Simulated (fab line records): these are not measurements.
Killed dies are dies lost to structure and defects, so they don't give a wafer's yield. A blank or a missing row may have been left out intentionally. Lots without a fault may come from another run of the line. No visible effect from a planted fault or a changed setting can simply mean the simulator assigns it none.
fab line records	flow n5-finfet
[record] lots = 4	wafers = 12	last-day = 17
route steps=1938 shown BEOL_M4@1099 BEOL_M5@1112 BEOL_M8@1394 PASSIVATION@1936
lots that met no fault: from a run of the same line without faults
start-h: hours from the record's opening day to when the first of the lot's shown wafers began	wait-h: hours from the lot's prior step to this one	" the same as in the row above	L1.1+2: a row that stands for several wafers	- no value present, or no start provided	* or withheld: withheld	< > ~ a bound
route shown NAME@n: names a module that has steps shown in the file, with the first one's number in the route	usual: mean and standard deviation over wafers with no fault	same: alike in all rows	chamber/n: place in a boat	sites: the reading at each site	_std_site: how widely they spread, as a standard deviation	_edge_site: inner sites' mean taken away from outer sites' mean	radius-mm: how far each site lies from the wafer's centre	mask NAME#n: copy n	behind: the tool/chamber that last shaped the wafer	hold: reason for holding the lot/hours on hold/outcome of the hold	device: whichever transistor did not switch (one of n, p or np)	end of line: at the end of the route, the tests of the same wafers	a step with no rows: only its recipe	killed: dies lost to structure and defects at the first sort, not the wafer's yield	map: per-die view of a wafer (x killed, . not killed, _ where there is no die)
set.NAME: setting as actually run; set.NAME@STEP: the setting as run at that earlier step	model.NAME: the simulator's own value behind a step, which no gauge read
lots seen at some steps along the route; tables by step, rows by wafer
services: when a tool's chamber went out of use (start-h, in hours from the record's first day, below 0 if earlier), for how many hours, and the reason
[[steps]]
[step N5_BEOL_M4_ANNEAL_95]
[recipe] temp-c = 400	time-s = 240	ambient = vacuum
[step N5_BEOL_M4_SPUTTER_96]
[recipe] material = Cu	target-thk-a = 45	temp-c = -20	chamber-pressure-pa = 0.07	power-w = withheld	time-s = 8.29
[step N5_BEOL_M4_ECD_50]
[recipe] material = Cu	target-thk-a = 3000
[step N5_BEOL_M4_ANNEAL_51]
[recipe] temp-c = 225	time-s = 90	ambient = N2
[step N5_BEOL_M4_CMP_52]
[recipe] stop-on = SiOC	t-overpolish-s = 6.8	down-force-psi = 1	platen-rpm = 50	clearing-platen-down-force-psi = 1.5	clearing-platen-rpm = 50	post-cmp-clean = cu-alkaline	target-thk-nm = 40	clearing-platen-pad-velocity-m-s = 0.99484	pad-velocity-m-s = 0.99484
[step N5_BEOL_M4_PRE_CLEAN_60]
[recipe] gas = NH3/H2	time-s = 15	temp-c = *	rf-power-w = 300
[step N5_BEOL_M4_CO_CAP_55]
[recipe] material = Co	target-thk-a = 20	temp-c = 200	precursor = CCTBA/H2	pressure-torr = 30	time-s = 102.1
[step N5_BEOL_M4_PRE_CLEAN_56]
[recipe] gas = NH3	time-s = 15	temp-c = withheld	rf-power-w = 300
[step N5_BEOL_M4_DEP_57]
[recipe] material = SiCN	target-thk-a = 80	temp-c = withheld	precursor = 3MS/NH3	pressure-torr = 3	rf-w = 202	time-s = 14
[step N5_BEOL_M4_RC_MEAS_101]
[usual] DIBL_N = 36.9/1.6	DIBL_P = 37.1/2	IOFF_N = 0.17/0.032	IOFF_P = 0.22/0.036	ION_N = 674/12	ION_P = 463/7.8	SS_N = 71.7/0.63	SS_P = 73.5/0.62	VT_N = 249/3.3	VT_P = -250/3.5
lot.wafer	tool	chamber	start-h	wait-h	DIBL_N[mV/V]	DIBL_P[mV/V]	IOFF_N[nA/um]	IOFF_P[nA/um]	ION_N[uA/um]	ION_P[uA/um]	SS_N[mV/dec]	SS_P[mV/dec]	VT_N[mV]	VT_P[mV]
L389.1	prober-01	0	237.91	0.0	38.6	38.7	0.21	0.22	707	470	72.0	73.9	245	-250
L389.3	"	0	"	"	40.1	38.8	0.23	0.22	685	459	72.5	74.1	245	-253
L389.5	"	0	"	"	36.4	35.9	0.16	0.18	676	456	71.3	73.2	246	-255
L393.4	prober-02	0	272.70	0.5	34.6	34.5	0.12	0.18	653	456	70.9	73.5	254	-253
L393.5	"	0	"	"	36.0	35.1	0.13	0.19	670	458	71.5	73.3	252	-253
L393.6	"	0	"	"	36.4	35.8	0.14	0.19	661	450	71.5	73.2	254	-254
L397.1	prober-01	0	280.04	0.0	37.0	36.8	0.18	0.27	683	479	71.4	73.8	246	-244
L397.5	"	0	"	"	36.4	36.7	0.18	0.27	687	477	71.7	73.9	246	-245
L397.6	"	0	"	"	38.6	37.2	0.21	0.28	686	472	72.9	74.7	245	-245
L402.1	prober-01	0	309.93	0.0	36.5	37.0	0.16	0.23	683	469	71.9	73.0	248	-246
L402.3	"	0	"	"	36.5	38.3	0.15	0.25	669	463	71.4	73.4	252	-245
L402.6	"	0	"	"	36.6	37.2	0.16	0.24	675	467	71.7	73.4	249	-248
[step N5_BEOL_M5_ILD_DEP_00]
[recipe] material = SiCOH_lowk	target-thk-a = 1406.4	temp-c = 300	precursor = DEMS/porogen	pressure-torr = 5	rf-w = 500	time-s = 25.9
[step N5_BEOL_M5_CURE_79]
[recipe] temp-c = 385	time-s = 240	ambient = He/Ar	material = SiCOH_lowk
[step N5_BEOL_M5_PECVD_70]
[recipe] material = SiO2	target-thk-a = 160	temp-c = 400	precursor = TEOS/O2	pressure-torr = 5.5	rf-w = 450	teos-flow-sccm = 53.8	gas = O2	flow-sccm = 3000	time-s = 18
[step N5_BEOL_M5_HM_DEP_02]
[recipe] material = TiN	target-thk-a = 200	temp-c = 25	chamber-pressure-pa = 0.49996
[step N5_BEOL_M5_COAT_59]
[recipe] resist = SOC	temp-c = 250	time-s = 60	spin-rpm = 1500	resist-thk-nm = 60
[step N5_BEOL_M5_COAT_60]
[recipe] resist = SiARC	temp-c = 220	time-s = 60	spin-rpm = 1500	resist-thk-nm = 12
[step N5_BEOL_M5_COAT_71]
[recipe] resist = underlayer	temp-c = 205	time-s = 60	spin-rpm = 1500	resist-thk-nm = 5
[step N5_BEOL_M5_COAT_05]
[recipe] resist = CAR-EUV	spin-rpm = 1500	resist-thk-nm = 30
[step N5_BEOL_M5_EBR_07]
[recipe] solvent = PGMEA	ebr-width-mm = 1.5
[step N5_BEOL_M5_SOFTBAKE_06]
[recipe] temp-c = 110	time-s = 60	resist = CAR-EUV
[step N5_BEOL_M5_EXPOSE_08]
[recipe] mask-id = M5	na = 0.33	source-shape = annular	sigma-inner = 0.4	sigma-outer = 0.8	polarization = unpolarized	target-cd-nm = 28	dose-mj = 35.75
[step N5_BEOL_M5_PEB_09]
[recipe] peb-temp-c = 100	peb-time-s = 60	resist = CAR-EUV
[step N5_BEOL_M5_DEVELOP_10]
[recipe] develop-time-s = 30	developer = TMAH	resist = CAR-EUV	rinse-liquid = surfactant-rinse	dry = air-spin	dev-temp-c = 23
[step N5_BEOL_M5_DESCUM_16]
[recipe] chemistry = O2	time-s = 7	source-power-w = 50	bias-power-w = 20	pressure-mtorr = 20	rf-frequency-hz = 2.712e+07	temp-c = 40	resist = CAR-EUV	o2-flow-sccm = 225
[step N5_BEOL_M5_ETCH_72]
[recipe] chemistry = N2/H2	target = underlayer	target-depth-a = 65	mask-material = CAR-EUV	time-s = 5.2	ion-energy-ev = 200	pressure-mtorr = 30	source-w = 840	bias-w = 150	n2-flow-sccm = 200	h2-flow-sccm = 200	ends = cleared
[step N5_BEOL_M5_ETCH_61]
[recipe] chemistry = CF4	target = SiARC	target-depth-a = 156	mask-material = CAR-EUV	time-s = 26	ion-energy-ev = 80	pressure-mtorr = 40	source-w = 545	bias-w = 36	Ar_flow_sccm = 100	cf4-flow-sccm = 100	ends = cleared
[step N5_BEOL_M5_ETCH_62]
[recipe] chemistry = N2/H2	target = SOC	target-depth-a = 750	overetch-a = 150	mask-material = SiARC	temp-c = 40	time-s = 112.5	ion-energy-ev = 200	pressure-mtorr = 30	source-w = 840	bias-w = 150	n2-flow-sccm = 200	h2-flow-sccm = 200
[step N5_BEOL_M5_STRIP_63]
[recipe] chemistry = N2/H2	temp-c = 40	n2-flow-sccm = 200	h2-flow-sccm = 200	rf-frequency-hz = 6e+07
[step N5_BEOL_M5_STRIP_73]
[recipe] chemistry = N2/H2	temp-c = 40	n2-flow-sccm = 200	h2-flow-sccm = 200	rf-frequency-hz = 6e+07
[step N5_BEOL_M5_STRIP_64]
[recipe] chemistry = CF4	resist = SiARC	power-w = 300	bias-power-w = 75	pressure-mtorr = 50	cf4-flow-sccm = 150	rf-frequency-hz = 6e+07
[step N5_BEOL_M5_HM_OPEN_17]
[recipe] chemistry = Cl2/BCl3	target-depth-a = 200	overetch-a = 60	target = TiN	mask-material = SOC	ion-energy-ev = 150	pressure-mtorr = 10	icp-w = 1000	bias-w = 126	Cl2_flow_sccm = 53.25	bcl3-flow-sccm = 21.75	Ar_flow_sccm = 25
[step N5_BEOL_M5_STRIP_19]
[recipe] chemistry = O2	power-w = 400	temp-c = 40	pressure-mtorr = 30	rf-frequency-hz = 6e+07	bias-power-w = 0	overash-fraction = 0.2	o2-flow-sccm = 225
[step N5_BEOL_M5_COAT_65]
[recipe] resist = SOC	temp-c = 250	time-s = 60	spin-rpm = 1500	resist-thk-nm = 60
[step N5_BEOL_M5_COAT_66]
[recipe] resist = SiARC	temp-c = 220	time-s = 60	spin-rpm = 1500	resist-thk-nm = 12
[step N5_BEOL_M8_ANNEAL_51]
[recipe] temp-c = 225	time-s = 90	ambient = N2
[usual] anneal-temp-c = 224.97/0.17	anneal-temp-c-max = 226.4/0.42	wafer_temp_C_max = 226.24/0.3
lot.wafer	tool	chamber	start-h	wait-h	anneal-temp-c	anneal-temp-c-max	wafer_temp_C_max
L389.1	rtp-anneal-02	0	276.62	0.7	225.06	226.0	225.82
L389.3	"	0	"	"	225.07	226.0	225.84
L389.5	"	0	"	"	224.92	226.2	226.46
L393.4	rtp-anneal-02	-	305.50	0.5	-	-	-
L393.5	"	-	"	"	-	-	-
L393.6	"	-	"	"	-	-	-
L397.1	rtp-anneal-01	-	312.06	1.1	-	-	-
L397.5	"	-	"	"	-	-	-
L397.6	"	-	"	"	-	-	-
L402.1	rtp-anneal-01	0	347.75	0.1	224.59	226.7	226.67
L402.3	"	0	"	"	224.79	226.3	226.72
L402.6	"	0	"	"	224.98	226.6	226.97
[step N5_BEOL_M8_CMP_52]
[recipe] stop-on = SiCOH_lowk	t-overpolish-s = 6.9	down-force-psi = 1	platen-rpm = 50	clearing-platen-down-force-psi = 1.5	clearing-platen-rpm = 50	post-cmp-clean = cu-alkaline	target-thk-nm = 80	clearing-platen-pad-velocity-m-s = 0.99484	pad-velocity-m-s = 0.99484
[usual] barrier-field-endpoint-s = 29.2/0.76	motor-current-A = 5.9/0.45	overpolish-run-s = 6.901/0.0087	time-to-endpoint-s = 62/3.2
lot.wafer	tool	chamber	start-h	wait-h	barrier-field-endpoint-s	motor-current-A	overpolish-run-s	time-to-endpoint-s
L389.3	cmp-02	1	276.95	0.2	28.9	5.9	6.909	59
L389.1	"	2	"	"	28.9	6.1	6.905	61
L389.5	"	0	"	"	29.5	6.6	6.893	62
L393.4	cmp-03	3	305.74	0.2	34.1	5.7	6.896	80
L393.6	"	2	"	"	34.3	5.4	6.902	81
L393.5	"	3	"	"	33.9	5.8	6.908	81
L397.1	cmp-04	1	312.35	0.3	35.0	5.7	6.910	81
L397.6	"	1	"	"	35.7	6.1	6.894	80
L397.5	"	2	"	"	33.9	6.5	6.908	80
L402.1	cmp-03	3	348.04	0.3	28.6	6.1	6.902	61
L402.3	"	0	"	"	29.0	5.2	6.899	65
L402.6	"	3	"	"	27.7	6.1	6.912	58
[step N5_PASSIVATION_PROBE_49]
[usual] defect-limited-yield = 90.9/1.6	killed_at_M0_to_M3 = 34/11	killed_at_M4_up = 14/5.7	killed-at-contacts = 13/6.5	killed-at-front-end = 43/11	killed-at-other = 4/3.1	killed-dies = 107/19	killed-on-rim = 14/3.9	killed-open = 71/14	killed-short = 35/7.9	sort_bin_5_function = 5.3/1.1	sort_bin_6_memory = 3.4/0.74	sort-n-pass = 1073/19	sort-yield-pct = 90.9/1.6
[same] gross-dies = 1180	killed-at-back-side = 0	sort_bin_4_leakage[%] = 0	sort_bin_8_speed[%] = 0
lot.wafer	tool	chamber	start-h	wait-h	defect-limited-yield[%]	killed_at_M0_to_M3	killed_at_M4_up	killed-at-contacts	killed-at-front-end	killed-at-other	killed-dies	killed-on-rim	killed-open	killed-short	sort_bin_5_function[%]	sort_bin_6_memory[%]	sort-n-pass	sort-yield-pct[%]
L389.1	prober-01	-	336.64	0.0	92.7	22	7	19	36	2	86	12	51	33	4.3	2.3	1094	92.7
L389.3	prober-01	-	336.74	0.1	90.5	36	10	16	48	2	112	10	68	44	5.5	3.4	1068	90.5
L389.5	prober-01	-	336.84	0.2	90.9	34	21	14	36	2	107	14	70	37	6.2	2.5	1073	90.9
L393.4	prober-01	-	370.28	0.2	91.7	25	13	4	47	9	98	12	56	42	4.5	3.3	1082	91.7
L393.5	prober-01	-	370.33	0.2	59.5	33	385	4	48	8	478	152	71	32	5.1	3.4	702	59.5
L393.6	prober-01	-	370.38	0.3	91.8	27	11	18	33	8	97	15	68	28	5.4	2.5	1083	91.8
L397.1	prober-02	-	370.52	0.0	86.4	23	111	9	16	1	160	3	37	23	2.7	1.9	1020	86.4
L397.5	prober-02	-	370.72	0.2	81.4	32	153	5	30	0	220	144	56	28	5.0	2.2	960	81.4
L397.6	prober-02	-	370.77	0.3	84.6	35	102	14	30	1	182	6	66	23	3.7	3.6	998	84.6
L402.1	prober-01	-	411.38	0.0	91.0	29	9	8	53	7	106	10	70	36	4.8	3.6	1074	91.0
L402.3	prober-01	-	411.48	0.1	94.4	31	7	5	19	4	66	4	38	27	2.8	2.6	1114	94.4
L402.6	prober-01	-	411.63	0.3	91.9	23	11	9	47	6	96	18	54	42	4.3	3.4	1084	91.9
// killed by level:class
L389.1 MOL_CONTACT_COAG:geometric-particle:open=15 FIN_SAQP:geometric-particle:short=11 FIN_SAQP:geometric-particle:open=7 BEOL_M2:geometric-particle:open=7 BEOL_M0_SAQP:geometric-particle:short=4 MOL_CONTACT_COAG:geometric-particle:short=4 BEOL_M0_SAQP:geometric-particle:open=3 BEOL_M1:geometric-particle:open=3
L389.3 FIN_SAQP:geometric-particle:short=18 MOL_CONTACT_COAG:geometric-particle:open=15 BEOL_M0_SAQP:geometric-particle:short=15 FIN_SAQP:geometric-particle:open=12 DUMMY_GATE:geometric-particle:open=7 BEOL_M0_SAQP:geometric-particle:open=7 BEOL_M3:geometric-particle:open=5 STI_FIN_REVEAL:geometric-particle:open=4
L389.5 FIN_SAQP:geometric-particle:open=15 BEOL_M0_SAQP:geometric-particle:short=10 BEOL_M0_SAQP:geometric-particle:open=10 MOL_CONTACT_COAG:geometric-particle:short=8 BEOL_M4:geometric-particle:open=7 BEOL_M1:geometric-particle:open=7 MOL_CONTACT_COAG:geometric-particle:open=6 FIN_SAQP:geometric-particle:short=5
L393.4 STI_FIN_REVEAL:geometric-particle:open=12 GATE_CUT:geometric-particle:short=8 BEOL_M0_SAQP:geometric-particle:short=8 DUMMY_GATE:geometric-particle:open=5 BEOL_M0_SAQP:geometric-particle:open=5 DUMMY_GATE:geometric-particle:short=4 MOL_CONTACT_COAG:geometric-particle:open=4 BEOL_M4:geometric-particle:open=4
L393.5 BEOL_M8:area-cmp=374 BEOL_M3:geometric-particle:open=14 STI_FIN_REVEAL:geometric-particle:open=9 BEOL_M1:geometric-particle:open=7 ILD0:geometric-particle:short=6 BEOL_M2:geometric-particle:open=6 PAD_METAL:geometric-particle:open=6 DUMMY_GATE:geometric-particle:open=5
L393.6 MOL_CONTACT_COAG:geometric-particle:open=13 BEOL_M3:geometric-particle:open=13 STI_FIN_REVEAL:geometric-particle:open=8 FIN_SAQP:geometric-particle:open=7 GATE_CUT:geometric-particle:short=6 MOL_CONTACT_COAG:geometric-particle:short=5 PAD_METAL:geometric-particle:open=5 BEOL_M4:geometric-particle:open=4
L397.1 BEOL_M8:area-cmp=99 BEOL_M0_SAQP:geometric-particle:short=7 MOL_CONTACT_COAG:geometric-particle:open=7 STI_FIN_REVEAL:geometric-particle:open=6 BEOL_M0_SAQP:geometric-particle:open=6 BEOL_M2:geometric-particle:open=3 BEOL_M4:geometric-particle:short=3 BEOL_M4:geometric-particle:open=3
L397.5 BEOL_M8:area-cmp=134 BEOL_M0_SAQP:geometric-particle:open=11 BEOL_M0_SAQP:geometric-particle:short=9 STI_FIN_REVEAL:geometric-particle:open=8 BEOL_M4:geometric-particle:open=7 STARTING-WAFER:geometric-particle:open=6 BEOL_M11:geometric-particle:open=4 DUMMY_GATE:geometric-particle:open=3
L397.6 BEOL_M8:area-cmp=93 MOL_CONTACT_COAG:geometric-particle:open=14 STI_FIN_REVEAL:geometric-particle:open=13 BEOL_M0_SAQP:geometric-particle:short=10 BEOL_M0_SAQP:geometric-particle:open=8 BEOL_M3:geometric-particle:open=7 BEOL_M2:geometric-particle:open=5 DUMMY_GATE:geometric-particle:open=4
L402.1 FIN_SAQP:geometric-particle:open=13 GATE_CUT:geometric-particle:short=10 BEOL_M2:geometric-particle:open=8 BEOL_M1:geometric-particle:open=7 FIN_SAQP:geometric-particle:short=6 STI_FIN_REVEAL:geometric-particle:open=6 MOL_CONTACT_COAG:geometric-particle:open=6 GATE_CUT:geometric-particle:open=5
L402.3 BEOL_M2:geometric-particle:open=8 BEOL_M0_SAQP:geometric-particle:short=6 MOL_CONTACT_COAG:geometric-particle:open=4 BEOL_M0_SAQP:geometric-particle:open=4 BEOL_M3:geometric-particle:open=4 PASS1_CAP:geometric-particle:open=4 FIN_SAQP:geometric-particle:open=3 FIN_SAQP:geometric-particle:short=3
L402.6 BEOL_M2:geometric-particle:open=7 FIN_SAQP:geometric-particle:short=6 ILD0:geometric-particle:short=6 GATE_CUT:geometric-particle:short=6 MOL_CONTACT_COAG:geometric-particle:open=6 GATE_CUT:geometric-particle:open=5 BEOL_M0_SAQP:geometric-particle:open=5 FIN_SAQP:geometric-particle:open=4
// map L393.5 (x killed, . not)
_________________xxxxxxxxxxxx________________
______________xxxxxxxxxxxxxxxxxx_____________
___________xxxxxxxxxxxxxxxxxxxxxxxx__________
__________xxxxxxxxx........xxxxxxxxx_________
________xxxxxxxxx.............xxxxxxxx_______
_______xxxxxx.x........x....x....xxxxxx______
______xxxxxx.......x..............xxxxxx_____
_____xxxxx.....x....x...............xxxxx____
____xxxxx........................x...xxxxx___
___xxxxx............x.x...............xxxxx__
___xxxx................................xxxx__
__xxxxx......x.....x........x..x.......xxxxx_
__xxxx...........x.......x...........xxxxxxx_
_xxxxxx.......................x...x..x..xxxxx
_xxxxx...x.........x............x..x...xxxxxx
_xxxx.....x..x......x....................xxxx
_xxxx.........x...x......................xxxx
_xxxx..............................x.....xxxx
_xxxx.x..................................xxxx
_xxxxx.....x..........x...x.............xxxxx
_xxxxx...........x......x.x.............xxxxx
__xxxx.......x..xx......x..x.x....x.....xxxx_
__xxxxx..x.............x........x......xxxxx_
___xxxx.x.......................x......xxxx__
___xxxxx..x.....x.............x.x.....xxxxx__
____xxxxx.xx.....................x...xxxxx___
_____xxxxx...........x.x.x...x......xxxxx____
______xxxxxx......................xxxxxx_____
_______xxxxxx....x...x.....x.....xxxxxx______
________xxxxxxxx.....x..x.....xxxxxxxx_______
__________xxxxxxxxx...x....xxxxxxxxx_________
___________xxxxxxxxxxxxxxxxxxxxxxxx__________
______________xxxxxxxxxxxxxxxxxx_____________
_________________xxxxxxxxxxxx________________
// map L397.5 (x killed, . not)
_________________xxxxxxxxxxxx________________
______________xxxx..........xxxx_____________
___________xxx..................xxx__________
__________xx.....x................xx_________
________xx.x...x..........x.x...x...xx_______
_______xx.............x..x...x.......xx______
______xx...........................x..xx_____
_____xx......x..x.....x................xx____
____xx..x....x..x................x......xx___
___xx......x......................x.....xxx__
___x............x.........................x__
__xx...x.........x....x...x...............xx_
__xx...x................x..x...............x_
_xx......x.......................x.........xx
_xx...............................x.......xxx
_xx..............x................x........xx
_x............x.............................x
_x.........................x....x....xx.....x
_xx........................................xx
_xx..................x.....................xx
_xxx.x.....................................xx
__x.x...x.x..............x.x...............x_
__xx........xxxx..........x.............x.xx_
___xx.xx.........................x........x__
___xx.x....x.............................xx__
____xx.....x.............x..............xx___
_____xx.x........x..............x......xx____
______xx..............................xx_____
_______xx...........x.......x........xx______
________xx..........................xx_______
__________xx......................xx_________
___________xxx..................xxx__________
______________xxxx.....x....xxxx_____________
_________________xxxxxxxxxxxx________________
[[services]]
tool	chamber	start-h	hours	kind
rtp-anneal-02	-	255.69	0.6	pm
cmp-03	-	276.12	4.4	repair
cmp-04	-	280.95	2.1	repair
rtp-anneal-01	-	281.29	5.8	pm
cmp-02	-	294.69	4.3	pm
cmp-02	-	304.26	4.0	pm
cmp-02	-	308.26	-	consumable-replace:conditioner
cmp-02	-	308.26	-	consumable-replace:pad
cmp-04	-	317.85	1.7	repair
cmp-03	-	326.71	1.0	repair
cmp-04	-	347.34	4.0	pm
[[key]]
[first-sign] step = N5_BEOL_M8_ANNEAL_51	reading = tool-record	direction = missing
[effect] step = N5_BEOL_M8_CMP_52	reading = barrier-field-endpoint-s	direction = up	sigmas = 7	usual = 29.2	struck = 34.5
[effect] step = N5_PASSIVATION_PROBE_49	reading = killed_at_M4_up	direction = up	sigmas = 20	usual = 14	struck = 129	wafers-moved = 4
[more-kills-born-at] N5_BEOL_M8_CMP_52@cmp-03 = 374	N5_BEOL_M8_CMP_52@cmp-04 = 326
met-at N5_BEOL_M8_ANNEAL_51
struck-wafers L393.4,L393.5,L393.6,L397.1,L397.5,L397.6
onset-between 276.62 305.50
[fault] kind = skipped-step-whole	tool = rtp-anneal-01,rtp-anneal-02	chamber = -	onset-h = 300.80	steps = N5_BEOL_M8_ANNEAL_51	scope = struck-lots-only
